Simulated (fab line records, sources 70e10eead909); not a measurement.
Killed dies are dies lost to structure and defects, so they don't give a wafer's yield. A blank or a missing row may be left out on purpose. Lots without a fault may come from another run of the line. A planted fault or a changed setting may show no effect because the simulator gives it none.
A struck lot beside a sound one | flow nand_harc | 15 steps out of a route of 1302
Sound: wafers L586.1, L586.3, L586.4. Struck: wafer L598.5. (L598.2, L598.3 of the same lot were not struck and are left out.) The cause comes at the end.
At each step with rows: each side's tool, then ch and its chambers, then its first start. Under that, the readings that differ: sound wafers | struck wafers | difference of the means | sigmas: that difference in standard deviations of wafers without a fault.
alike: readings whose means differ by less than 2 such deviations, and words and numbers that are the same on both sides. not compared: withheld readings, readings that some wafer has no value for, bounds like >300 that may hide the same value, and numbers for which the record gives no deviation and whose values overlap.
The two part at a step that has a row with sigmas, a row that says differs or no value, or rows on one side only. Numbers that don't overlap but have no deviation are shown without sigmas and don't part them. A reading that every wafer of one side lacks parts them only if that side has two wafers or more.

first, 7 steps without rows for these wafers: NHARC_A_BLC_COAT_03 (time 65 s); NHARC_A_BLC_COAT_04 (resist thk 90 nm); NHARC_A_BLC_SOFTBAKE_05 (time 55 s); NHARC_A_BLC_EBR_06; NHARC_A_BLC_EXPOSE_07 (exposes mask A BLC, target cd 100 nm); NHARC_A_BLC_PEB_08 (peb time 65 s); NHARC_A_BLC_DEVELOP_09 (develop time 35 s).
NHARC_A_BLC_CD_MEAS_10: target cd 100 nm.
  sound on cd_sem-01 ch 0, day 23 11:07; struck on cd_sem-03 ch 0, day 28 10:30
  reading    | sound            | struck | difference | sigmas
  cd_nm (nm) | 100.1 100.0 98.4 | 102.4  | +2.9       | +3
NHARC_A_BLC_OVL_MEAS_11:
  sound on overlay-01, day 23 11:13; struck on overlay-02, day 28 10:35
  alike: overlay_x_nm, overlay_y_nm
NHARC_A_BLC_INSPECT_12:
  sound on defect_inspect-01, day 23 11:15; struck on defect_inspect-02, day 28 10:37
  alike: raw_defect_count
NHARC_A_BLC_DESCUM_15: chemistry O2, time 3 s.
  sound on rie_diel-09 ch 0,2,3, day 23 11:19; struck on rie_diel-08 ch 3, day 28 10:41
  alike: drypump_motor_current_A, oes_product_au, rf_vpp_V, showerhead_plenum_p_Torr, throttle_valve_pct
  not compared: rf_hours_counter_h
NHARC_A_BLC_ETCH_16: etches the open film in CF4, target depth 39 nm, time 65 s.
  sound on rie_diel-09 ch 0,2, day 23 11:25; struck on rie_diel-08 ch 1, day 28 10:46
  alike: drypump_motor_current_A, oes_product_au, rf_vpp_V, run_length_s, showerhead_plenum_p_Torr, throttle_valve_pct
  not compared: rf_hours_counter_h
NHARC_A_BLC_ETCH_17: etches the open film in N2/H2, target depth 390 nm, time 609.38 s.
  sound on rie_diel-09 ch 0,3, day 23 11:31; struck on rie_diel-08 ch 0, day 28 10:57
  reading                     | sound             | struck | difference | sigmas
  drypump_motor_current_A (A) | 6.4 6.0 6.0       | 5.0    | -1.1       | -3
  run_length_s (s)            | 630.3 630.5 630.4 | 490.1  | -140.3     | -99 or more
  alike: n2_flow_sccm, oes_product_au, rf_vpp_V, showerhead_plenum_p_Torr, throttle_valve_pct
  not compared: rf_hours_counter_h
NHARC_A_BLC_ETCH_18: etches the open film in C4F8/O2/Ar, target depth 910 nm.
  sound on rie_diel-08 ch 0,1,3, day 23 12:03; struck on rie_diel-08 ch 2
  reading               | sound             | struck | difference | sigmas
  oes_product_au (a.u.) | 0.985 0.995 0.996 | 0.931  | -0.061     | -2
  alike: rf_vpp_V
  not compared: rf_hours_counter_h
-- the record jumps here: 2 days lie between the struck wafers' starts before and after (it left off in module A_BLC and takes up again in module END, whose first step shown is number 1302 of the route) --
NHARC_END_SORT_01:
  the record has rows for the struck wafers here (prober-01 ch 0, day 30 11:08) and none for the sound ones

WHERE THEY PART
First at NHARC_A_BLC_CD_MEAS_10; last, within this record, at NHARC_END_SORT_01.

WHY: what the simulator had put in
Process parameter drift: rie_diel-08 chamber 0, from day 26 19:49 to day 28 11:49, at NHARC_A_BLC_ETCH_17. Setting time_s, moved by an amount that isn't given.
